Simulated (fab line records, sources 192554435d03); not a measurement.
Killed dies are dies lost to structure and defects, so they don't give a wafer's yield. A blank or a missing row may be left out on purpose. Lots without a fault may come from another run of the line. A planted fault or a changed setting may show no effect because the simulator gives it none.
fab line records | flow n5_finfet
record lots=24 wafers=72 last_day=18
route steps=1938 shown BEOL_M14@1766 BEOL_M15@1774
lots that met no fault: from a run of the same line without faults
start_h: hours from the record's first day to the start of the lot's first wafer shown | wait_h: hours since the lot's step before | " the same as in the row above | L1.1+2: a row that stands for several wafers | - no value, or no start given | * or withheld: withheld | < > ~ a bound
route shown NAME@n: a module of which the file shows steps, and the number in the route of the first | usual: mean/standard deviation of fault-free wafers | same: alike in all rows | chamber/n: place in a boat | sites: the reading at each site | _std_site: their standard deviation | _edge_site: outer sites' mean less inner sites' | radius_mm: how far each site lies from the wafer's centre | mask NAME#n: copy n | behind: the tool/chamber that last shaped the wafer | hold: why the lot was held/for how many hours/how that ended | device: the transistor (n, p or np) that didn't switch | end of line: the same wafers' tests at the end of the route | a step without rows: its recipe alone | killed: dies lost to structure and defects at the first sort, not the wafer's yield | map: a wafer's dies, x killed, . not, _ none there
set.NAME: the setting as run; set.NAME@STEP: as run at that earlier step | model.NAME: the simulator's own value behind a step, which no gauge read
steps of the route over a sample of lots; a table a step, a row a wafer
services: from which hour (start_h, from the record's first day; less than 0 if before it) a tool's chamber was out of use, for how many hours, and why
## steps
# step N5_BEOL_M14_ANNEAL_48
# recipe temp_c=225 time_s=90 ambient=N2
# usual wafer_temp_C_max=225.76/0.27
# columns lot.wafer tool chamber start_h wait_h wafer_temp_C_max
L074.1 rtp_anneal-01 0 248.22 0.7 225.70
L074.4 " 0 " " 225.43
L074.5 " 0 " " 225.39
L075.2 rtp_anneal-02 0 251.51 0.3 226.07
L075.3 " 0 " " 225.84
L075.6 " 0 " " 226.07
L077.2 rtp_anneal-01 0 265.00 0.3 225.76
L077.3 " 0 " " 225.37
L077.5 " 0 " " 225.81
L076.2 rtp_anneal-02 0 268.51 0.2 225.77
L076.4 " 0 " " 225.93
L076.6 " 0 " " 226.24
L078.2 rtp_anneal-02 0 273.45 1.2 226.06
L078.3 " 0 " " 225.93
L078.4 " 0 " " 225.84
L081.3 rtp_anneal-02 0 286.24 0.8 225.84
L081.4 " 0 " " 226.01
L081.6 " 0 " " 225.91
L080.2 rtp_anneal-01 0 290.37 0.2 225.46
L080.3 " 0 " " 225.47
L080.4 " 0 " " 225.80
L079.1 rtp_anneal-02 0 296.94 0.1 225.83
L079.2 " 0 " " 225.70
L079.5 " 0 " " 225.97
L082.1 rtp_anneal-01 0 298.44 0.1 225.76
L082.5 " 0 " " 225.78
L082.6 " 0 " " 225.77
L083.2 rtp_anneal-01 0 299.03 0.5 225.52
L083.4 " 0 " " 225.55
L083.5 " 0 " " 225.40
L084.1 rtp_anneal-01 0 304.47 0.4 225.42
L084.5 " 0 " " 225.53
L084.6 " 0 " " 225.41
L086.1 rtp_anneal-01 0 319.77 0.1 225.84
L086.5 " 0 " " 225.26
L086.6 " 0 " " 225.73
L085.2 rtp_anneal-02 0 327.53 0.8 225.62
L085.3 " 0 " " 226.21
L085.4 " 0 " " 225.58
L089.1 rtp_anneal-01 0 327.73 0.7 225.60
L089.2 " 0 " " 225.24
L089.3 " 0 " " 225.09
L087.2 rtp_anneal-02 0 330.33 0.2 225.98
L087.4 " 0 " " 225.64
L087.6 " 0 " " 226.15
L088.1 rtp_anneal-01 0 331.27 0.1 225.67
L088.3 " 0 " " 225.45
L088.5 " 0 " " 225.67
L090.2 rtp_anneal-02 0 350.00 0.2 225.96
L090.3 " 0 " " 225.97
L090.4 " 0 " " 226.25
L091.2 rtp_anneal-02 0 350.28 0.2 226.12
L091.3 " 0 " " 225.82
L091.5 " 0 " " 225.99
L093.1 rtp_anneal-02 0 351.31 0.4 225.74
L093.2 " 0 " " 225.90
L093.5 " 0 " " 225.72
L092.2 rtp_anneal-02 0 358.10 0.2 225.94
L092.4 " 0 " " 225.94
L092.6 " 0 " " 225.96
L094.2 rtp_anneal-01 0 358.54 0.2 225.50
L094.3 " 0 " " 225.90
L094.4 " 0 " " 225.30
L095.1 rtp_anneal-01 0 388.55 0.4 225.68
L095.3 " 0 " " 226.06
L095.5 " 0 " " 225.66
L097.2 rtp_anneal-01 0 392.53 0.2 225.63
L097.3 " 0 " " 225.85
L097.5 " 0 " " 225.57
L096.1 rtp_anneal-01 0 392.75 0.2 225.49
L096.3 " 0 " " 225.49
L096.5 " 0 " " 225.88
# step N5_BEOL_M15_THK_MEAS_01
# recipe reads=SiO2_of_BEOL_M15_ILD_DEP_00
# usual M15_ILD_THK=1622/21
# columns lot.wafer tool chamber start_h wait_h M15_ILD_THK[nm]
L074.1 film_metro-01 - 249.25 0.1 1582
L074.4 " - " " 1618
L074.5 " - " " 1607
L075.2 film_metro-02 - 252.53 0.1 1577
L075.3 " - " " 1609
L075.6 " - " " 1615
L077.2 film_metro-02 - 265.99 0.1 1612
L077.3 " - " " 1625
L077.5 " - " " 1639
L076.2 film_metro-01 - 269.50 0.1 1616
L076.4 " - " " 1635
L076.6 " - " " 1637
L078.2 film_metro-01 - 274.68 0.1 1607
L078.3 " - " " 1607
L078.4 " - " " 1636
L081.3 film_metro-01 - 287.18 0.1 1587
L081.4 " - " " 1611
L081.6 " - " " 1656
L080.2 film_metro-02 - 291.36 0.1 1574
L080.3 " - " " 1605
L080.4 " - " " 1606
L079.1 film_metro-01 - 297.97 0.1 1595
L079.2 " - " " 1608
L079.5 " - " " 1647
L082.1 film_metro-01 - 299.48 0.1 1597
L082.5 " - " " 1640
L082.6 " - " " 1602
L083.2 film_metro-02 - 300.02 0.1 1632
L083.4 " - " " 1637
L083.5 " - " " 1620
L084.1 film_metro-02 - 305.50 0.1 1613
L084.5 " - " " 1663
L084.6 " - " " 1660
L086.1 film_metro-01 - 320.80 0.1 1645
L086.5 " - " " 1655
L086.6 " - " " 1666
L085.2 film_metro-02 - 328.54 0.1 1607
L085.3 " - " " 1634
L085.4 " - " " 1661
L089.1 film_metro-02 - 328.77 0.1 1616
L089.2 " - " " 1627
L089.3 " - " " 1584
L087.2 film_metro-01 - 331.32 0.1 1589
L087.4 " - " " 1620
L087.6 " - " " 1630
L088.1 film_metro-01 - 332.37 0.1 1626
L088.3 " - " " 1599
L088.5 " - " " 1642
L090.2 film_metro-02 - 350.99 0.1 1619
L090.3 " - " " 1627
L090.4 " - " " 1615
L091.2 film_metro-02 - 351.27 0.1 1603
L091.3 " - " " 1614
L091.5 " - " " 1618
L093.1 film_metro-02 - 352.36 0.1 1605
L093.2 " - " " 1600
L093.5 " - " " 1607
L092.2 film_metro-02 - 359.10 0.1 1634
L092.4 " - " " 1677
L092.6 " - " " 1651
L094.2 film_metro-02 - 359.54 0.1 1625
L094.3 " - " " 1634
L094.4 " - " " 1645
L095.1 film_metro-02 - 389.59 0.1 1590
L095.3 " - " " 1635
L095.5 " - " " 1618
L097.2 film_metro-02 - 393.55 0.1 1610
L097.3 " - " " 1598
L097.5 " - " " 1642
L096.1 film_metro-01 - 393.94 0.2 1596
L096.3 " - " " 1601
L096.5 " - " " 1620
# step N5_BEOL_M15_INSPECT_12
# recipe mode=adi inspect_instrument=macro
# usual raw_defect_count=2.1/1.5
# columns lot.wafer tool chamber start_h wait_h raw_defect_count
L074.1 defect_inspect-02 - 249.61 0.0 1
L074.4 " - " " 0
L074.5 " - " " 1
L075.2 defect_inspect-01 - 253.01 0.0 0
L075.3 " - " " 1
L075.6 " - " " 1
L077.2 defect_inspect-02 - 266.48 0.0 4
L077.3 " - " " 5
L077.5 " - " " 4
L076.2 defect_inspect-01 - 269.99 0.0 3
L076.4 " - " " 2
L076.6 " - " " 4
L078.2 defect_inspect-02 - 275.04 0.0 4
L078.3 " - " " 1
L078.4 " - " " 3
L081.3 defect_inspect-02 - 287.66 0.0 2
L081.4 " - " " 1
L081.6 " - " " 3
L080.2 defect_inspect-01 - 291.84 0.0 3
L080.3 " - " " 0
L080.4 " - " " 2
L079.1 defect_inspect-02 - 298.46 0.0 2
L079.2 " - " " 2
L079.5 " - " " 3
L082.1 defect_inspect-01 - 299.83 0.0 3
L082.5 " - " " 0
L082.6 " - " " 1
L083.2 defect_inspect-02 - 300.38 0.0 1
L083.4 " - " " 2
L083.5 " - " " 2
L084.1 defect_inspect-01 - 305.99 0.0 1
L084.5 " - " " 2
L084.6 " - " " 3
L086.1 defect_inspect-01 - 321.16 0.0 4
L086.5 " - " " 8
L086.6 " - " " 3
L085.2 defect_inspect-01 - 329.02 0.0 0
L085.3 " - " " 0
L085.4 " - " " 3
L089.1 defect_inspect-02 - 329.25 0.0 3
L089.2 " - " " 4
L089.3 " - " " 2
L087.2 defect_inspect-01 - 331.67 0.0 2
L087.4 " - " " 3
L087.6 " - " " 0
L088.1 defect_inspect-02 - 332.85 0.0 2
L088.3 " - " " 1
L088.5 " - " " 1
L090.2 defect_inspect-01 - 351.48 0.0 2
L090.3 " - " " 1
L090.4 " - " " 2
L091.2 defect_inspect-01 - 351.75 0.0 4
L091.3 " - " " 5
L091.5 " - " " 3
L093.1 defect_inspect-01 - 352.84 0.0 1
L093.2 " - " " 2
L093.5 " - " " 5
L092.2 defect_inspect-01 - 359.58 0.0 0
L092.4 " - " " 5
L092.6 " - " " 2
L094.2 defect_inspect-01 - 360.02 0.0 2
L094.3 " - " " 3
L094.4 " - " " 1
L095.1 defect_inspect-02 - 389.95 0.0 2
L095.3 " - " " 1
L095.5 " - " " 0
L097.2 defect_inspect-01 - 394.03 0.0 0
L097.3 " - " " 2
L097.5 " - " " 3
L096.1 defect_inspect-01 - 394.42 0.0 6
L096.3 " - " " 4
L096.5 " - " " 1
# step N5_BEOL_M15_ETCH_59
# recipe chemistry=N2/H2 target=BARC target_depth_a=890 overetch_a=267 time_s=67.9 ion_energy_ev=200 pressure_mtorr=30 source_w=840 bias_w=150 n2_flow_sccm=200 h2_flow_sccm=200
# usual bias_w=150.0/0.42 drypump_motor_current_A=5.5/0.5 oes_product_au=0.65/0.06 rf_vpp_V=523/3.1 showerhead_plenum_p_Torr=2.50/0.11 throttle_valve_pct=17.86/0.19
# columns lot.wafer tool chamber start_h wait_h bias_w drypump_motor_current_A oes_product_au rf_hours_counter_h rf_vpp_V showerhead_plenum_p_Torr throttle_valve_pct
L074.1 rie_diel-01 1 249.72 0.0 150.5 4.7 0.60 213 526 2.62 18.12
L074.4 " 0 " " 149.8 5.4 0.66 - 517 2.34 17.68
L074.5 " 2 " " 150.2 6.3 0.61 - 524 2.52 17.74
L075.2 rie_diel-02 0 253.08 0.0 149.5 5.3 0.71 68 528 2.69 17.65
L075.3 " 1 " " 150.3 6.3 0.65 171 520 2.43 17.79
L075.6 " 3 " " 149.7 5.9 0.65 - 525 2.53 17.81
L077.2 rie_diel-06 1 266.90 0.0 150.0 4.9 0.64 172 521 2.43 17.89
L077.3 " 2 " " 151.1 5.0 0.62 183 520 2.43 17.91
L077.5 " 1 " " 149.6 4.9 0.64 - 522 2.43 17.87
L076.2 rie_diel-01 0 270.15 0.0 150.1 5.4 0.65 139 518 2.34 17.70
L076.4 " 1 " " 149.9 4.7 0.59 222 528 2.61 18.15
L076.6 " 1 " " 149.5 4.6 0.59 - 527 2.61 18.14
L078.2 rie_diel-06 1 275.11 0.0 150.2 5.0 0.63 175 520 2.43 17.89
L078.3 " 3 " " 149.6 5.6 0.85 1 529 2.72 17.56
L078.4 " 0 " " 149.8 5.6 0.60 188 523 2.53 18.34
L081.3 rie_diel-02 0 287.73 0.0 150.1 5.3 0.71 78 526 2.68 17.66
L081.4 " 1 " " 149.1 6.3 0.64 180 520 2.43 17.79
L081.6 " 1 " " 149.8 6.3 0.64 - 521 2.43 17.81
L080.2 rie_diel-02 1 291.91 0.0 149.9 6.3 0.64 181 521 2.43 17.80
L080.3 " 0 " " 149.5 5.2 0.71 79 526 2.68 17.66
L080.4 " 3 " " 150.0 5.8 0.64 174 525 2.53 17.85
L079.1 rie_diel-06 0 298.53 0.0 149.5 5.5 0.60 194 523 2.53 18.34
L079.2 " 1 " " 150.2 4.9 0.64 182 519 2.43 17.91
L079.5 " 1 " " 150.2 4.9 0.63 - 521 2.43 17.91
L082.1 rie_diel-02 2 299.90 0.0 149.7 5.1 0.62 196 520 2.42 17.90
L082.5 " 2 " " 149.5 5.1 0.62 - 520 2.42 17.90
L082.6 " 0 " " 149.8 5.3 0.70 - 528 2.68 17.66
L083.2 rie_diel-02 0 300.44 0.0 149.1 5.2 0.71 83 528 2.68 17.67
L083.4 " 1 " " 150.0 6.3 0.64 - 522 2.43 17.79
L083.5 " 2 " " 149.6 5.0 0.62 - 520 2.42 17.88
L084.1 rie_diel-02 2 306.12 0.0 150.3 5.1 0.62 198 520 2.42 17.90
L084.5 " 3 " " 150.4 5.9 0.64 - 524 2.53 17.84
L084.6 " 2 " " 150.5 5.1 0.61 - 521 2.42 17.86
L086.1 rie_diel-06 3 321.23 0.0 150.2 5.6 0.79 14 528 2.71 17.57
L086.5 " 0 " " 150.0 5.5 0.60 - 521 2.52 18.34
L086.6 " 1 " " 149.5 4.9 0.62 - 521 2.42 17.92
L085.2 rie_diel-01 1 329.09 0.0 149.7 4.7 0.58 241 524 2.61 18.17
L085.3 " 2 " " 150.1 6.3 0.59 207 525 2.51 17.79
L085.4 " 3 " " 149.1 5.7 0.80 18 522 2.50 17.70
L089.1 rie_diel-02 0 329.58 0.0 150.4 5.2 0.69 91 528 2.68 17.68
L089.2 " 2 " " 150.2 5.1 0.61 204 519 2.41 17.89
L089.3 " 3 " " 149.1 5.9 0.63 184 524 2.53 17.85
L087.2 rie_diel-02 2 331.74 0.0 150.3 5.1 0.61 206 521 2.41 17.90
L087.4 " 1 " " 149.9 6.3 0.63 195 520 2.42 17.82
L087.6 " 0 " " 150.2 5.3 0.70 - 526 2.68 17.69
L088.1 rie_diel-01 2 333.13 0.0 149.4 6.3 0.59 209 521 2.51 17.80
L088.3 " 3 " " 149.9 5.8 0.80 20 523 2.50 17.69
L088.5 " 1 " " 150.1 4.7 0.57 - 526 2.61 18.19
L090.2 rie_diel-02 3 351.55 0.0 150.4 5.9 0.63 191 524 2.52 17.86
L090.3 " 1 " " 150.0 6.3 0.62 202 522 2.42 17.84
L090.4 " 0 " " 150.2 5.3 0.69 100 528 2.67 17.70
L091.2 rie_diel-06 2 351.82 0.0 149.7 5.0 0.60 210 519 2.42 17.94
L091.3 " 0 " " 149.7 5.5 0.59 211 523 2.52 18.38
L091.5 " 1 " " 150.0 4.9 0.62 - 520 2.42 17.94
L093.1 rie_diel-02 1 352.91 0.0 149.4 6.3 0.62 203 520 2.42 17.84
L093.2 " 2 " " 150.2 5.1 0.61 213 521 2.41 17.92
L093.5 " 0 " " 150.0 5.3 0.69 - 529 2.67 17.72
L092.2 rie_diel-01 3 359.65 0.0 150.6 5.7 0.78 27 523 2.50 17.68
L092.4 " 2 " " 149.7 6.3 0.59 216 523 2.51 17.81
L092.6 " 0 " " 150.7 5.4 0.62 - 517 2.33 17.77
L094.2 rie_diel-02 1 360.22 0.0 149.8 6.3 0.62 204 520 2.42 17.83
L094.3 " 2 " " 149.5 5.1 0.61 214 520 2.41 17.92
L094.4 " 3 " " 150.9 5.9 0.62 193 524 2.52 17.86
L095.1 rie_diel-06 0 390.02 0.0 150.4 5.6 0.59 219 524 2.52 18.37
L095.3 " 2 " " 150.0 5.0 0.59 218 520 2.41 17.96
L095.5 " 0 " " 150.5 5.5 0.59 - 524 2.52 18.39
L097.2 rie_diel-06 0 394.25 0.0 149.5 5.6 0.59 220 523 2.52 18.38
L097.3 " 3 " " 149.5 5.6 0.77 32 527 2.70 17.62
L097.5 " 3 " " 149.9 5.6 0.76 - 528 2.70 17.60
L096.1 rie_diel-01 3 395.07 0.0 150.4 5.7 0.75 39 523 2.49 17.72
L096.3 " 1 " " 150.2 4.7 0.83 4 525 2.60 17.73
L096.5 " 2 " " 149.2 6.3 0.58 - 523 2.50 17.82
# step N5_BEOL_M15_PRE_CLEAN_42
# recipe gas=H2/He time_s=30 temp_c=300
# usual heater_power_w=458/42
# columns lot.wafer tool chamber start_h wait_h heater_power_w
L074.1 pvd_sputter-02 - 255.37 0.0 408
L074.4 " - " " 462
L074.5 " - " " 515
L075.2 pvd_sputter-01 - 256.04 0.0 403
L075.3 " - " " 459
L075.6 " - " " 455
L077.2 pvd_sputter-01 - 270.59 0.0 449
L077.3 " - " " 455
L077.5 " - " " 461
L076.2 pvd_sputter-01 - 272.59 0.0 413
L076.4 " - " " 462
L076.6 " - " " 473
L078.2 pvd_sputter-01 - 277.23 0.0 440
L078.3 " - " " 493
L078.4 " - " " 406
L081.3 pvd_sputter-02 - 291.86 0.0 448
L081.4 " - " " 433
L081.6 " - " " 411
L080.2 pvd_sputter-01 - 295.78 0.0 462
L080.3 " - " " 405
L080.4 " - " " 486
L079.1 pvd_sputter-03 - 302.60 0.0 557
L079.2 " - " " 415
L079.5 " - " " 407
L082.1 pvd_sputter-01 - 303.64 0.0 462
L082.5 " - " " 449
L082.6 " - " " 415
L083.2 pvd_sputter-01 - 305.02 0.0 465
L083.4 " - " " 416
L083.5 " - " " 409
L084.1 pvd_sputter-02 - 309.74 0.0 460
L084.5 " - " " 427
L084.6 " - " " 469
L086.1 pvd_sputter-02 - 326.31 0.0 429
L086.5 " - " " 424
L086.6 " - " " 510
L089.1 pvd_sputter-01 - 333.77 0.0 470
L089.2 " - " " 447
L089.3 " - " " 479
L085.2 pvd_sputter-01 - 334.65 0.0 408
L085.3 " - " " 455
L085.4 " - " " 461
L087.2 pvd_sputter-01 - 335.13 0.0 484
L087.4 " - " " 469
L087.6 " - " " 410
L088.1 pvd_sputter-01 - 338.03 0.0 398
L088.3 " - " " 452
L088.5 " - " " 463
L091.2 pvd_sputter-02 - 356.67 0.0 459
L091.3 " - " " 413
L091.5 " - " " 515
L090.2 pvd_sputter-01 - 356.79 0.0 474
L090.3 " - " " 462
L090.4 " - " " 407
L093.1 pvd_sputter-02 - 356.99 0.0 416
L093.2 " - " " 513
L093.5 " - " " 420
L092.2 pvd_sputter-02 - 362.67 0.0 451
L092.4 " - " " 519
L092.6 " - " " 411
L094.2 pvd_sputter-02 - 363.23 0.0 480
L094.3 " - " " 518
L094.4 " - " " 413
L095.1 pvd_sputter-03 - 394.19 0.0 562
L095.3 " - " " 413
L095.5 " - " " 469
L097.2 pvd_sputter-03 - 409.21 0.0 552
L097.3 " - " " 481
L097.5 " - " " 407
L096.1 pvd_sputter-03 - 409.81 0.0 480
L096.3 " - " " 405
L096.5 " - " " 547
# step N5_BEOL_M15_SPUTTER_44
# recipe material=Ta target_thk_a=150 temp_c=50 bias_v=80 power_w=15000 chamber_pressure_pa=0.07 time_s=24.19
# usual throttle_valve_pct=29.5/1.2
# columns lot.wafer tool chamber start_h wait_h throttle_valve_pct
L074.1 pvd_sputter-02 - 255.49 0.0 29.9
L074.4 " - " " 31.1
L074.5 " - " " 27.5
L075.2 pvd_sputter-01 - 256.16 0.0 31.0
L075.3 " - " " 27.9
L075.6 " - " " 27.7
L077.2 pvd_sputter-01 - 270.71 0.0 27.8
L077.3 " - " " 29.2
L077.5 " - " " 27.5
L076.2 pvd_sputter-01 - 272.71 0.0 30.6
L076.4 " - " " 29.2
L076.6 " - " " 29.2
L078.2 pvd_sputter-01 - 277.35 0.0 27.3
L078.3 " - " " 29.6
L078.4 " - " " 31.1
L081.3 pvd_sputter-02 - 291.98 0.0 30.8
L081.4 " - " " 29.7
L081.6 " - " " 30.0
L080.2 pvd_sputter-01 - 295.90 0.0 29.0
L080.3 " - " " 31.3
L080.4 " - " " 29.7
L079.1 pvd_sputter-03 - 302.72 0.0 31.1
L079.2 " - " " 29.4
L079.5 " - " " 29.0
L082.1 pvd_sputter-01 - 303.76 0.0 29.2
L082.5 " - " " 27.6
L082.6 " - " " 31.1
L083.2 pvd_sputter-01 - 305.14 0.0 29.7
L083.4 " - " " 31.0
L083.5 " - " " 30.8
L084.1 pvd_sputter-02 - 309.86 0.0 30.7
L084.5 " - " " 30.2
L084.6 " - " " 30.9
L086.1 pvd_sputter-02 - 326.43 0.0 29.7
L086.5 " - " " 30.0
L086.6 " - " " 27.5
L089.1 pvd_sputter-01 - 333.89 0.0 29.2
L089.2 " - " " 27.5
L089.3 " - " " 29.5
L085.2 pvd_sputter-01 - 334.77 0.0 30.8
L085.3 " - " " 27.5
L085.4 " - " " 28.8
L087.2 pvd_sputter-01 - 335.25 0.0 29.5
L087.4 " - " " 29.2
L087.6 " - " " 31.2
L088.1 pvd_sputter-01 - 338.15 0.0 30.8
L088.3 " - " " 27.7
L088.5 " - " " 29.3
L091.2 pvd_sputter-02 - 356.79 0.0 31.0
L091.3 " - " " 30.0
L091.5 " - " " 27.5
L090.2 pvd_sputter-01 - 356.91 0.0 29.8
L090.3 " - " " 28.9
L090.4 " - " " 31.0
L093.1 pvd_sputter-02 - 357.11 0.0 29.6
L093.2 " - " " 27.5
L093.5 " - " " 29.6
L092.2 pvd_sputter-02 - 362.79 0.0 30.8
L092.4 " - " " 27.3
L092.6 " - " " 30.2
L094.2 pvd_sputter-02 - 363.35 0.0 30.9
L094.3 " - " " 27.5
L094.4 " - " " 29.9
L095.1 pvd_sputter-03 - 394.31 0.0 30.4
L095.3 " - " " 29.0
L095.5 " - " " 29.0
L097.2 pvd_sputter-03 - 409.33 0.0 30.8
L097.3 " - " " 29.2
L097.5 " - " " 28.9
L096.1 pvd_sputter-03 - 409.93 0.0 28.9
L096.3 " - " " 29.4
L096.5 " - " " 30.6
## services
# columns tool chamber start_h hours kind
rie_diel-01 2 235.65 2.4 repair
rie_diel-01 3 236.99 5.4 repair
rie_diel-01 3 242.70 - clean
rie_diel-01 3 242.70 - consumable_replace:esc
rie_diel-01 3 242.70 - consumable_replace:focus_ring
rie_diel-01 3 242.70 18.6 scheduled_down
rie_diel-01 3 242.70 18.6 vent_cycle
rie_diel-06 3 247.21 - clean
rie_diel-06 3 247.21 - consumable_replace:focus_ring
rie_diel-06 3 247.21 - consumable_replace:showerhead
rie_diel-06 3 247.21 23.3 scheduled_down
rie_diel-06 3 247.21 23.3 vent_cycle
rie_diel-01 0 277.94 1.8 repair
rie_diel-01 3 279.67 7.2 repair
pvd_sputter-01 - 281.97 1.4 repair
rie_diel-02 3 292.71 8.2 repair
rie_diel-02 2 316.58 4.0 repair
pvd_sputter-01 - 327.03 2.4 repair
rie_diel-01 1 360.02 - clean
rie_diel-01 1 360.02 - consumable_replace:focus_ring
pvd_sputter-02 - 370.99 0.6 repair
pvd_sputter-01 - 380.43 12.0 repair
pvd_sputter-01 - 400.98 8.2 repair
rie_diel-01 3 408.00 9.3 repair
## key
fault none
